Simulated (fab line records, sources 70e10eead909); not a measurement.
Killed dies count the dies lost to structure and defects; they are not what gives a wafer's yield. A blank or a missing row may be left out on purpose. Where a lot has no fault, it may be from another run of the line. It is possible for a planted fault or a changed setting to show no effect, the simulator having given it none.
fab line records -- flow nand-harc
[record] lots = 7, wafers = 21, last-day = 33
route steps=1302 shown A_BLC@1130 A_M0@1137 END@1302
lots that met no fault: from a run of the same line without faults
start-h: hours from the record's first day to the start of the lot's first wafer shown -- wait-h: time in hours since the lot's previous step -- " identical to the entry in the row above -- L1.1+2: several wafers, shown together as one row -- - no value, or no start given -- * or withheld: withheld -- < > ~ a bound
route shown NAME@n: a module of which the file shows steps, and the number in the route of the first -- usual: mean/standard deviation taken from wafers without a fault -- same: alike in all rows -- chamber/n: place in a boat -- sites: per-site readings -- _std_site: the values' standard deviation -- _edge_site: the outer-site mean with the inner-site mean subtracted -- radius-mm: for every site, how far away it sits from the centre of the wafer -- mask NAME#n: copy n -- behind: the last tool/chamber to shape the wafer -- hold: why the lot went on hold/how many hours it stayed there/how the hold came to an end -- device: names the non-switching transistor (n, p or np) -- end of line: tests run on the same wafers once the route is complete -- a step without rows: its recipe alone -- killed: dies lost to structure and defects at the first sort, not the wafer's yield -- map: a wafer's dies, x killed, . not, _ none there
set.NAME: the run value of the setting; set.NAME@STEP: its run value at that earlier step -- model.NAME: the simulator's own value behind a step, which no gauge read
lots seen at some steps along the route; tables by step, rows by wafer
services: when a tool's chamber went out of use (start-h, in hours from the record's first day, below 0 if earlier), for how many hours, and the reason
[[steps]]
[step NHARC_A_BLC_PVD_32]
[recipe] target-thk-a = 50, chamber-pressure-pa = 5, power-w = 5000, substrate-temp-c = 200, time-s = 17.7, material = Ti
[usual] substrate-temp-c = 200.02/0.17, throttle-valve-pct = 30.1/1.2
lot.wafer,tool,chamber,start-h,wait-h,substrate-temp-c,throttle-valve-pct
L446.1,pvd-sputter-02,-,-,-,199.99,28.8
L446.2,pvd-sputter-02,-,-,-,200.18,30.7
L446.5,pvd-sputter-02,-,-,-,199.88,31.9
L448.3,pvd-sputter-03,-,-,-,200.04,28.9
L448.5,pvd-sputter-03,-,-,-,199.91,31.0
L448.6,pvd-sputter-03,-,-,-,200.03,30.0
L463.1,pvd-sputter-03,-,-,-,199.85,30.2
L463.2,pvd-sputter-03,-,-,-,199.81,29.0
L463.4,pvd-sputter-03,-,-,-,200.02,31.0
L462.2,pvd-sputter-03,-,-,-,200.03,30.0
L462.1,pvd-sputter-03,-,-,-,200.04,28.9
L462.6,pvd-sputter-03,-,-,-,199.94,30.3
L464.2,pvd-sputter-02,-,-,-,199.88,31.6
L464.4,pvd-sputter-02,-,-,-,200.17,29.5
L464.5,pvd-sputter-02,-,-,-,200.11,31.9
L465.4,pvd-sputter-02,-,-,-,200.32,30.8
L465.3,pvd-sputter-02,-,-,-,199.80,31.7
L465.5,pvd-sputter-02,-,-,-,200.34,31.7
L469.2,pvd-sputter-01,-,-,-,200.21,27.9
L469.4,pvd-sputter-01,-,-,-,199.71,30.4
L469.3,pvd-sputter-01,-,-,-,200.29,29.8
[step NHARC_A_BLC_ALD_23]
[recipe] target-thk-a = 30, pulse-time-s = 1, ald-cycles = 150, temp-c = 450, material = TiN
[usual] heater-power-w = 1092/90, precursor-pulse-height-rel = 1.003/0.021
[same] ald-cycles = 150, pulse-time-s = 1
lot.wafer,tool,chamber,start-h,wait-h,heater-power-w,precursor-pulse-height-rel,since-wet-clean-h
L446.1,ald-metal-04,2,532.63,-,932,0.991,49
L446.2,ald-metal-04,1,532.63,-,1136,1.018,49
L446.5,ald-metal-04,2,532.63,-,917,1.012,-
L448.3,ald-metal-04,3,554.73,-,1171,1.022,71
L448.5,ald-metal-04,1,554.73,-,1104,0.966,-
L448.6,ald-metal-04,2,554.73,-,928,1.022,-
L463.1,ald-metal-03,1,693.31,-,1057,1.071,115
L463.2,ald-metal-03,3,693.31,-,1080,1.002,115
L463.4,ald-metal-03,0,693.31,-,990,0.999,115
L462.1,ald-metal-02,3,697.89,-,1165,1.014,78
L462.2,ald-metal-02,0,697.89,-,1193,1.016,78
L462.6,ald-metal-02,2,697.89,-,1124,0.998,-
L464.2,ald-metal-04,2,699.88,-,939,1.003,38
L464.4,ald-metal-04,0,699.88,-,1174,1.023,-
L464.5,ald-metal-04,3,699.88,-,1123,0.981,-
L465.3,ald-metal-03,0,716.29,-,969,1.021,138
L465.4,ald-metal-03,1,716.29,-,1053,0.994,138
L465.5,ald-metal-03,2,716.29,-,1092,1.007,-
L469.4,ald-metal-04,1,753.46,-,1110,1.013,91
L469.3,ald-metal-04,2,753.46,-,932,0.978,92
L469.2,ald-metal-04,3,753.46,-,1111,1.008,92
[step NHARC_A_BLC_CVD_24]
[recipe] target-thk-a = 1500, temp-c = 300, pressure-torr = 40, wf6-flow-sccm = 40, h2-flow-sccm = 1600, ar-flow-sccm = 1560, time-s = 434, material = W
[usual] heater-power-w = 478/19, mfc-ar-sccm = 1559/4.6, throttle-valve-pct = 8.21/0.23
lot.wafer,tool,chamber,start-h,wait-h,heater-power-w,mfc-ar-sccm,since-wet-clean-h,throttle-valve-pct
L446.2,cvd-w-01,1,-,-,508,1562,154,7.71
L446.1,cvd-w-01,0,-,-,477,1566,154,7.89
L446.5,cvd-w-01,1,-,-,491,1551,-,8.15
L448.3,cvd-w-02,1,-,-,505,1559,-,8.38
L448.6,cvd-w-02,0,-,-,461,1562,-,8.13
L448.5,cvd-w-02,1,-,-,516,1566,-,8.10
L463.1,cvd-w-02,0,-,-,473,1554,49,8.21
L463.2,cvd-w-02,1,-,-,482,1549,49,8.16
L463.4,cvd-w-02,1,-,-,484,1560,-,8.21
L462.2,cvd-w-01,1,-,-,505,1562,138,8.18
L462.1,cvd-w-01,0,-,-,457,1553,138,8.02
L462.6,cvd-w-01,0,-,-,454,1554,-,7.90
L464.2,cvd-w-01,1,-,-,502,1557,140,8.20
L464.4,cvd-w-01,0,-,-,450,1560,-,7.91
L464.5,cvd-w-01,0,-,-,461,1563,-,8.09
L465.3,cvd-w-01,1,-,-,496,1561,-,7.96
L465.4,cvd-w-01,0,-,-,445,1561,-,8.05
L465.5,cvd-w-01,1,-,-,503,1572,-,8.13
L469.2,cvd-w-02,1,-,-,483,1564,110,8.60
L469.4,cvd-w-02,1,-,-,478,1557,-,8.44
L469.3,cvd-w-02,0,-,-,479,1557,-,8.37
[step NHARC_A_BLC_CMP_25]
[recipe] t-overpolish-s = 30, target-thk-nm = 150
[usual] motor-current-A = 12.0/1.6, overpolish-run-s = 30.001/0.0095, time-to-endpoint-s = 30.3/2.2
lot.wafer,tool,chamber,start-h,wait-h,motor-current-A,overpolish-run-s,time-to-endpoint-s
L446.1,cmp-01,1,533.38,0.4,14.1,29.985,33.2
L446.2,cmp-01,3,533.38,0.4,13.5,29.996,28.9
L446.5,cmp-01,1,533.38,0.4,14.0,30.001,32.4
L448.3,cmp-04,2,555.48,0.3,10.4,29.999,30.2
L448.5,cmp-04,1,555.48,0.3,8.8,29.992,29.9
L448.6,cmp-04,2,555.48,0.3,11.0,29.990,27.5
L463.4,cmp-01,3,694.05,0.2,13.7,29.997,32.4
L463.2,cmp-01,0,694.05,0.2,10.5,29.986,29.8
L463.1,cmp-01,2,694.05,0.2,13.7,30.011,29.2
L462.1,cmp-01,0,698.61,0.4,10.7,30.005,33.2
L462.2,cmp-01,2,698.61,0.4,14.0,29.999,29.7
L462.6,cmp-01,0,698.61,0.4,10.1,29.993,30.6
L464.2,cmp-02,0,700.63,0.5,10.4,30.022,28.4
L464.4,cmp-02,3,700.63,0.5,12.2,29.994,25.0
L464.5,cmp-02,1,700.63,0.5,11.2,30.018,26.3
L465.3,cmp-02,2,716.98,0.3,13.2,30.002,27.8
L465.4,cmp-02,1,716.98,0.3,11.7,29.991,27.3
L465.5,cmp-02,3,716.98,0.3,12.6,29.991,29.6
L469.3,cmp-04,1,754.19,0.2,9.1,30.018,30.5
L469.2,cmp-04,2,754.19,0.2,11.0,30.002,29.3
L469.4,cmp-04,3,754.19,0.2,10.3,29.995,29.0
[step NHARC_A_BLC_SRD_27]
[step NHARC_A_BLC_INSPECT_28]
[usual] raw-defect-count = 556/140
lot.wafer,tool,chamber,start-h,wait-h,raw-defect-count
L446.1,defect-inspect-01,-,533.76,0.1,479
L446.2,defect-inspect-01,-,533.76,0.1,348
L446.5,defect-inspect-01,-,533.76,0.1,392
L448.3,defect-inspect-02,-,555.86,0.1,770
L448.5,defect-inspect-02,-,555.86,0.1,760
L448.6,defect-inspect-02,-,555.86,0.1,571
L463.1,defect-inspect-01,-,694.45,0.1,704
L463.2,defect-inspect-01,-,694.45,0.1,749
L463.4,defect-inspect-01,-,694.45,0.1,730
L462.1,defect-inspect-01,-,698.98,0.1,444
L462.2,defect-inspect-01,-,698.98,0.1,386
L462.6,defect-inspect-01,-,698.98,0.1,366
L464.2,defect-inspect-01,-,701.04,0.1,445
L464.4,defect-inspect-01,-,701.04,0.1,490
L464.5,defect-inspect-01,-,701.04,0.1,457
L465.3,defect-inspect-01,-,717.39,0.1,543
L465.4,defect-inspect-01,-,717.39,0.1,871
L465.5,defect-inspect-01,-,717.39,0.1,668
L469.2,defect-inspect-01,-,754.60,0.1,573
L469.3,defect-inspect-01,-,754.60,0.1,393
L469.4,defect-inspect-01,-,754.60,0.1,584
[step NHARC_A_M0_DEP_00]
[recipe] target-thk-a = 1500, target-thk-nm = 150, temp-c = withheld, pressure-torr = 5, flow-sccm = 200, rf-w = 600, material = SiOC
[step NHARC_A_M0_DEHYDRATE_01]
[recipe] temp-c = 150, time-s = 120
[step NHARC_A_M0_HMDS_02]
[recipe] time-s = 30
[step NHARC_A_M0_COAT_33]
[recipe] temp-c = 200, time-s = 65
[step NHARC_A_M0_COAT_03]
[recipe] spin-rpm = 1500, resist-thk-nm = 90
[step NHARC_A_M0_SOFTBAKE_04]
[recipe] temp-c = 105, time-s = 55
[usual] chill-plate-temp-C = 22.99/0.11, heater-power-total-W = 188.45/0.14
lot.wafer,tool,chamber,start-h,wait-h,chill-plate-temp-C,heater-power-total-W
L446.1,litho-track-01,0,534,-,23.02,188.32
L446.2,litho-track-01,0,534,-,23.05,188.35
L446.5,litho-track-01,0,534,-,22.95,188.76
L448.3,litho-track-01,0,556,-,23.15,188.25
L448.5,litho-track-01,0,556,-,23.09,188.50
L448.6,litho-track-01,0,556,-,23.19,188.43
L463.1,litho-track-01,0,694,-,23.05,190.70
L463.2,litho-track-01,0,694,-,23.14,190.72
L463.4,litho-track-01,0,694,-,22.95,190.57
L462.1,litho-track-01,0,699,-,23.10,190.75
L462.2,litho-track-01,0,699,-,22.98,190.71
L462.6,litho-track-01,0,699,-,23.03,190.64
L464.2,litho-track-01,0,701,-,22.93,190.65
L464.4,litho-track-01,0,701,-,22.97,190.55
L464.5,litho-track-01,0,701,-,22.95,190.81
L465.3,litho-track-04,0,717,-,22.96,188.27
L465.4,litho-track-04,0,717,-,22.89,188.33
L465.5,litho-track-04,0,717,-,22.92,188.36
L469.2,litho-track-06,0,755,-,22.97,188.69
L469.3,litho-track-06,0,755,-,22.99,188.27
L469.4,litho-track-06,0,755,-,23.01,188.61
[step NHARC_A_M0_EBR_05]
[step NHARC_END_SORT_01]
[recipe] temp-c = 25
[usual] defect-limited-yield = 91.4/2.6, killed-at-array = 53/18, killed-at-other = 0.9/1.3, killed-at-periphery = 4/3.1, killed-dies = 58/18, killed-open = 3.4/2, killed-short = 2.5/1.8, sort_bin_2_pct = 3.1/1.2, sort_bin_3_pct = 0.7/0.38, sort_bin_4_pct = 4.8/1.5, sort-n-pass = 619/18, sort-rim-yield-pct = 90/4.6, sort-yield-pct = 91.4/2.6
[same] gross-dies = 677, sort_bin_5_pct[%] = 0, sort_bin_6_pct[%] = 0, sort_bin_7_pct[%] = 0, sort_bin_8_pct[%] = 0, sort-rim-n-gross = 106.00
lot.wafer,tool,chamber,start-h,wait-h,defect-limited-yield[%],killed-at-array,killed-at-other,killed-at-periphery,killed-dies,killed-open,killed-short,sort_bin_2_pct[%],sort_bin_3_pct[%],sort_bin_4_pct[%],sort-n-pass,sort-rim-yield-pct[%],sort-yield-pct[%]
L446.1,prober-02,0,574.67,2.5,92.8,46,0,3,49,0,2,2.2,1.0,4.0,628,87,92.8
L446.2,prober-02,0,575.48,2.8,91.0,59,0,2,61,5,2,2.4,0.7,5.9,616,84,91.0
L446.5,prober-02,0,577.90,3.7,91.1,57,1,2,60,5,5,3.8,0.7,4.3,617,87,91.1
L448.3,prober-01,0,603.77,3.1,92.2,47,0,6,53,4,4,3.4,0.6,3.8,624,92,92.2
L448.5,prober-01,0,605.38,3.7,93.1,42,1,4,47,7,0,3.0,0.1,3.8,630,86,93.1
L448.6,prober-01,0,606.19,4.0,89.8,63,0,6,69,3,3,4.9,0.9,4.4,608,99,89.8
L463.1,prober-02,0,737.43,2.5,88.2,75,0,5,80,0,1,4.1,1.2,6.5,597,90,88.2
L463.2,prober-02,0,738.23,2.8,90.8,53,5,4,62,3,1,2.7,0.6,5.9,615,86,90.8
L463.4,prober-02,0,739.83,3.4,88.5,74,2,2,78,5,0,4.7,0.6,6.2,599,92,88.5
L462.1,prober-01,0,737.45,2.5,86.4,84,0,8,92,6,6,5.6,0.6,7.4,585,88,86.4
L462.2,prober-01,0,738.24,2.8,89.1,70,0,4,74,8,1,3.8,1.0,6.1,603,78,89.1
L462.6,prober-01,0,741.41,4.0,90.0,64,2,2,68,5,5,4.3,0.7,5.0,609,86,90.0
L464.2,prober-01,0,746.03,2.8,94.2,32,1,6,39,2,1,1.8,0.6,3.4,638,98,94.2
L464.4,prober-01,0,747.62,3.4,93.8,33,1,8,42,4,2,1.9,0,4.3,635,95,93.8
L464.5,prober-01,0,748.42,3.7,94.5,25,1,11,37,7,0,1.5,0.1,3.8,640,93,94.5
L465.3,prober-01,0,763.46,3.2,87.6,71,0,13,84,4,4,4.7,1.0,6.6,593,86,87.6
L465.4,prober-01,0,764.28,3.5,88.9,63,0,12,75,2,0,4.3,0.6,6.2,602,82,88.9
L465.5,prober-01,0,765.09,3.8,88.2,71,0,9,80,6,1,3.5,0.6,7.7,597,92,88.2
// killed by level:class
L446.1 A_SLIT:chamber-film-flake=18 A_CHANNEL_HOLE_D1:chamber-film-flake=14 A_CHANNEL_HOLE_D2:chamber-film-flake=6 A_BLC:chamber-film-flake=3 P_M2:chamber-film-flake=2 A_STAIRCASE:chamber-film-flake=2 A_CHANNEL_FILL_D1:geometric-particle:short=1 A_CHANNEL_HOLE_D2:geometric-particle:short=1
L446.2 A_SLIT:chamber-film-flake=23 A_CHANNEL_HOLE_D1:chamber-film-flake=21 A_STAIRCASE:chamber-film-flake=5 A_CHANNEL_FILL_D1:geometric-particle:open=3 A_CHANNEL_HOLE_D2:chamber-film-flake=3 P_CONTACT:geometric-particle:short=1 A_ONON_D1:geometric-particle:open=1 A_CHANNEL_FILL_D1:geometric-particle:short=1
L446.5 A_SLIT:chamber-film-flake=19 A_CHANNEL_HOLE_D1:chamber-film-flake=15 A_CHANNEL_HOLE_D2:chamber-film-flake=6 A_STAIRCASE:chamber-film-flake=4 A_BLC:chamber-film-flake=3 A_SOURCE_PLATE:geometric-particle:open=2 A_CHANNEL_FILL_D2:geometric-particle:short=2 P_CONTACT:geometric-particle:open=1
L448.3 A_CHANNEL_HOLE_D2:chamber-film-flake=12 A_CHANNEL_HOLE_D1:chamber-film-flake=11 A_CONTACT:chamber-film-flake=9 A_STAIRCASE:chamber-film-flake=7 P_GATE:chamber-film-flake=3 P_CONTACT:geometric-particle:open=2 P_M0:geometric-particle:short=1 A_ONON_D1:geometric-particle:short=1
L448.5 A_CHANNEL_HOLE_D2:chamber-film-flake=15 A_CHANNEL_HOLE_D1:chamber-film-flake=12 A_SLIT:chamber-film-flake=3 A_BLC:geometric-particle:open=2 P_GATE:chamber-film-flake=2 A_CONTACT:chamber-film-flake=2 A_STAIRCASE:chamber-film-flake=2 P_CONTACT:geometric-particle:open=1
L448.6 A_CHANNEL_HOLE_D1:chamber-film-flake=27 A_CHANNEL_HOLE_D2:chamber-film-flake=24 A_STAIRCASE:chamber-film-flake=4 P_M1:chamber-film-flake=3 A_CHANNEL_FILL_D2:geometric-particle:open=2 P_GATE:chamber-film-flake=2 A_SLIT:chamber-film-flake=2 P_CONTACT:geometric-particle:open=1
L463.1 A_CHANNEL_HOLE_D1:chamber-film-flake=38 A_SLIT:chamber-film-flake=25 A_WL_FILL:chamber-film-flake=5 P_ZERO_WELL:chamber-film-flake=3 A_CONTACT:chamber-film-flake=3 P_M2:chamber-film-flake=2 A_STAIRCASE:chamber-film-flake=2 A_CHANNEL_HOLE_D2:geometric-particle:short=1
L462.1 A_CHANNEL_HOLE_D1:chamber-film-flake=34 A_CHANNEL_HOLE_D2:chamber-film-flake=25 A_STAIRCASE:chamber-film-flake=6 A_CONTACT:chamber-film-flake=4 P_GATE:chamber-film-flake=3 P_CONTACT:geometric-particle:open=2 A_CHANNEL_HOLE_D1:geometric-particle:open=2 A_DECK1_JOINT:chamber-film-flake=2
L463.2 A_SLIT:chamber-film-flake=25 A_CHANNEL_HOLE_D1:chamber-film-flake=18 THIN_TSV:chamber-film-flake=5 A_CONTACT:chamber-film-flake=3 A_CHANNEL_FILL_D1:geometric-particle:open=2 P_M2:chamber-film-flake=2 A_STAIRCASE:chamber-film-flake=2 A_DECK1_JOINT:geometric-particle:short=1
L462.2 A_CHANNEL_HOLE_D2:chamber-film-flake=31 A_CHANNEL_HOLE_D1:chamber-film-flake=22 A_STAIRCASE:chamber-film-flake=3 A_CONTACT:chamber-film-flake=2 A_SLIT:chamber-film-flake=2 P_CONTACT:geometric-particle:open=1 P_M0:geometric-particle:open=1 A_CHANNEL_HOLE_D1:geometric-particle:open=1
L463.4 A_CHANNEL_HOLE_D1:chamber-film-flake=34 A_SLIT:chamber-film-flake=24 A_STAIRCASE:chamber-film-flake=7 A_CHANNEL_HOLE_D1:geometric-particle:open=2 A_WL_FILL:geometric-particle:open=2 A_CONTACT:chamber-film-flake=2 THIN_TSV:chamber-film-flake=2 A_M0:geometric-particle:open=1
L462.6 A_CHANNEL_HOLE_D1:chamber-film-flake=20 A_CHANNEL_HOLE_D2:chamber-film-flake=20 A_SLIT:chamber-film-flake=7 A_CONTACT:chamber-film-flake=3 A_CHANNEL_HOLE_D1:geometric-particle:short=2 A_SGD_CUT:geometric-particle:open=2 A_STAIRCASE:chamber-film-flake=2 A_M0:chamber-film-flake=2
L464.2 A_CHANNEL_HOLE_D1:chamber-film-flake=11 A_CONTACT:chamber-film-flake=8 A_SLIT:chamber-film-flake=6 P_GATE:chamber-film-flake=4 A_CHANNEL_HOLE_D2:chamber-film-flake=4 P_CONTACT:geometric-particle:open=1 A_SGD_CUT:geometric-particle:open=1 A_SGD_CUT:geometric-particle:short=1
L464.4 A_CHANNEL_HOLE_D1:chamber-film-flake=10 A_CONTACT:chamber-film-flake=7 A_SLIT:chamber-film-flake=4 P_GATE:chamber-film-flake=3 P_M2:chamber-film-flake=3 A_CHANNEL_HOLE_D2:chamber-film-flake=3 A_STAIRCASE:chamber-film-flake=3 P_M1:geometric-particle:open=1
L464.5 A_CHANNEL_HOLE_D1:chamber-film-flake=8 P_GATE:chamber-film-flake=6 A_CONTACT:chamber-film-flake=6 A_SLIT:chamber-film-flake=4 A_STAIRCASE:chamber-film-flake=3 P_GATE:geometric-particle:open=2 P_M0:geometric-particle:open=2 P_CONTACT:geometric-particle:open=1
L465.3 A_CHANNEL_HOLE_D1:chamber-film-flake=32 A_SLIT:chamber-film-flake=25 P_GATE:chamber-film-flake=8 A_STAIRCASE:chamber-film-flake=4 A_CONTACT:chamber-film-flake=3 A_WL_FILL:chamber-film-flake=2 P_CONTACT:geometric-particle:open=1 P_M0:geometric-particle:short=1
L465.4 A_SLIT:chamber-film-flake=25 A_CHANNEL_HOLE_D1:chamber-film-flake=19 A_STAIRCASE:chamber-film-flake=7 P_M1:chamber-film-flake=6 P_GATE:chamber-film-flake=5 A_DECK1_JOINT:chamber-film-flake=3 A_CHANNEL_HOLE_D2:chamber-film-flake=2 A_CONTACT:chamber-film-flake=2
L465.5 A_CHANNEL_HOLE_D1:chamber-film-flake=35 A_SLIT:chamber-film-flake=23 P_GATE:chamber-film-flake=4 A_M0:geometric-particle:open=2 P_M1:chamber-film-flake=2 A_CHANNEL_HOLE_D2:chamber-film-flake=2 A_CONTACT:chamber-film-flake=2 P_GATE:geometric-particle:open=1
[[services]]
tool,chamber,start-h,hours,kind
ald-metal-03,-,520.53,2.3,repair
pvd-sputter-03,-,526.05,10.0,pm
cmp-02,-,527.74,4.0,pm
cvd-w-01,-,547.36,13.0,pm
cmp-01,-,577.50,4.0,pm
ald-metal-04,1,597.75,10.9,repair
pvd-sputter-03,-,615.99,1.2,repair
cvd-w-02,-,631.16,13.0,pm
pvd-sputter-02,-,638.00,10.0,pm
ald-metal-04,-,652.00,10.0,pm
cmp-01,-,658.51,6.7,repair
pvd-sputter-03,-,670.10,2.4,repair
cmp-01,-,675.50,4.0,pm
litho-track-01,-,680.00,7.0,pm
cmp-01,-,687.56,4.3,repair
ald-metal-04,-,692.06,2.1,repair
ald-metal-04,1,698.83,38.1,repair
pvd-sputter-03,-,704.05,10.0,pm
cmp-01,-,717.25,0.7,repair
pvd-sputter-03,-,724.80,2.7,repair
cvd-w-01,-,728.36,13.0,pm
cvd-w-02,-,748.05,0.4,repair
cvd-w-02,1,754.20,11.6,repair
cvd-w-02,-,754.91,0.8,repair
[[key]]
[first-sign] step = NHARC_A_M0_SOFTBAKE_04, reading = heater-power-total-W, direction = up, sigmas = 17, usual = *, struck = *
effect none on later readings
met-at NHARC_A_M0_SOFTBAKE_04
struck-wafers L462.1,L462.2,L462.6,L463.1,L463.2,L463.4,L464.2,L464.4,L464.5
onset-between 556 694
[fault] kind = process-parameter-drift, tool = litho-track-01, chamber = -, onset-h = 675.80, steps = NHARC_A_M0_SOFTBAKE_04, channel = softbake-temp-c, offset = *, shape = step, end-h = 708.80, acts-in = *, stated = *
